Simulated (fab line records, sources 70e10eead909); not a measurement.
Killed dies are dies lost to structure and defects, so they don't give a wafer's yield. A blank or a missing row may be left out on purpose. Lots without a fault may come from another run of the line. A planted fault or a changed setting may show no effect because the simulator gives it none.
Which tool did it? | flow nand_harc | 14 lots, 42 wafers sampled, at 3 steps of a route of 1302

WHAT THE GAUGES READ, wafer by wafer
NHARC_P_M0_THK_MEAS_24: measures by xrf.
lot  | measured     | on            | thk_nm (nm)
L503 | day 6 07:49  | film_metro-02 | 118.5 116.4 116.6
L504 | day 6 19:58  | film_metro-01 | 117.6 116.6 115.8
L511 | day 9 13:22  | film_metro-01 | 116.0 117.8 116.6
L513 | day 10 01:53 | film_metro-01 | 117.8 116.7 120.1
L517 | day 12 06:29 | film_metro-01 | 117.0 118.3 116.9
L518 | day 12 16:23 | film_metro-02 | 116.1 116.8 116.3
L519 | day 13 05:59 | film_metro-02 | 119.4 115.7 117.9
L520 | day 13 06:41 | film_metro-02 | 116.3 116.7 118.3
L521 | day 13 13:33 | film_metro-01 | 119.0 118.1 116.3
L522 | day 13 21:08 | film_metro-01 | 116.4 117.7 118.2
L523 | day 14 11:17 | film_metro-02 | 118.2 115.9 120.2
L524 | day 14 21:15 | film_metro-02 | 116.5 116.9 115.7
L525 | day 15 09:25 | film_metro-01 | 118.4 117.3 116.1
L526 | day 15 22:34 | film_metro-01 | 115.6 116.7 116.3

WHICH TOOL RAN EACH LOT (tool, then ch and the chambers of the sampled wafers, then the start)
lot  | NHARC_P_CONTACT_DEGAS_38     | NHARC_P_M0_DEGAS_28
L503 | pvd_sputter-03, day 6 02:46  | pvd_sputter-02, day 6 06:25
L504 | pvd_sputter-03, day 6 15:05  | pvd_sputter-01, day 6 18:34
L511 | pvd_sputter-03, day 9 08:34  | pvd_sputter-03, day 9 11:57
L513 | pvd_sputter-02, day 9 20:59  | pvd_sputter-02, day 10 00:31
L517 | pvd_sputter-03, day 12 01:33 | pvd_sputter-01, day 12 05:05
L518 | pvd_sputter-01, day 12 11:22 | pvd_sputter-01, day 12 14:59
L519 | pvd_sputter-01, day 13 00:55 | pvd_sputter-03, day 13 04:31
L520 | pvd_sputter-01, day 13 01:25 | pvd_sputter-03, day 13 05:16
L521 | pvd_sputter-03, day 13 08:37 | pvd_sputter-01, day 13 12:09
L522 | pvd_sputter-01, day 13 16:12 | pvd_sputter-02, day 13 19:44
L523 | pvd_sputter-03, day 14 06:30 | pvd_sputter-01, day 14 09:55
L524 | pvd_sputter-02, day 14 16:14 | pvd_sputter-02, day 14 19:46
L525 | pvd_sputter-02, day 15 04:38 | pvd_sputter-02, day 15 08:00
L526 | pvd_sputter-03, day 15 17:45 | pvd_sputter-01, day 15 21:11
- NHARC_P_CONTACT_DEGAS_38: time 60 s.
- NHARC_P_M0_DEGAS_28: time 60 s.

WHAT THE TOOLS THEMSELVES READ (means of the sampled wafers that have a number; where no wafer has one, the mark that the record gives instead)
NHARC_P_CONTACT_DEGAS_38.
lot  | tool           | heater_power_w (W)
L503 | pvd_sputter-03 | 475
L504 | pvd_sputter-03 | 494
L511 | pvd_sputter-03 | 452
L513 | pvd_sputter-02 | 451
L517 | pvd_sputter-03 | 467
L518 | pvd_sputter-01 | 451
L519 | pvd_sputter-01 | 486
L520 | pvd_sputter-01 | 492
L521 | pvd_sputter-03 | 498
L522 | pvd_sputter-01 | 456
L523 | pvd_sputter-03 | 492
L524 | pvd_sputter-02 | 452
L525 | pvd_sputter-02 | 420
L526 | pvd_sputter-03 | 493

NHARC_P_M0_DEGAS_28.
lot  | tool           | heater_power_w (W)
L503 | pvd_sputter-02 | 296
L504 | pvd_sputter-01 | 333
L511 | pvd_sputter-03 | 357
L513 | pvd_sputter-02 | 330
L517 | pvd_sputter-01 | 322
L518 | pvd_sputter-01 | 351
L519 | pvd_sputter-03 | 340
L520 | pvd_sputter-03 | 344
L521 | pvd_sputter-01 | 364
L522 | pvd_sputter-02 | 337
L523 | pvd_sputter-01 | 347
L524 | pvd_sputter-02 | 307
L525 | pvd_sputter-02 | 303
L526 | pvd_sputter-01 | 345

THE ANSWER, worked out from the rows above alone
Rule: what is usual is taken from the lots themselves. Put in order of their means at a reading, lots are off if they are a third of the lots or fewer, leave a main group of 4 or more, and stand apart from it by a gap of 3 or more times the standard deviation of the main group's means; of several such gaps the widest counts. A main group whose means are all the same, to the digits that the tables above print for the reading, isn't used. A lot without any number at a reading at which 4 lots or more have one is off too. The other lots that the step has rows for count as sound. The gauges are gone through in route order, then the tools' own readings, and for those a lot's mean is taken as printed above. The first step at which some lot is off is used, and at that step the reading that is off furthest; a lot without a number counts as furthest.
No lot is off at any reading shown: from this, nothing can be told.

WHAT THE SIMULATOR HAD PUT IN
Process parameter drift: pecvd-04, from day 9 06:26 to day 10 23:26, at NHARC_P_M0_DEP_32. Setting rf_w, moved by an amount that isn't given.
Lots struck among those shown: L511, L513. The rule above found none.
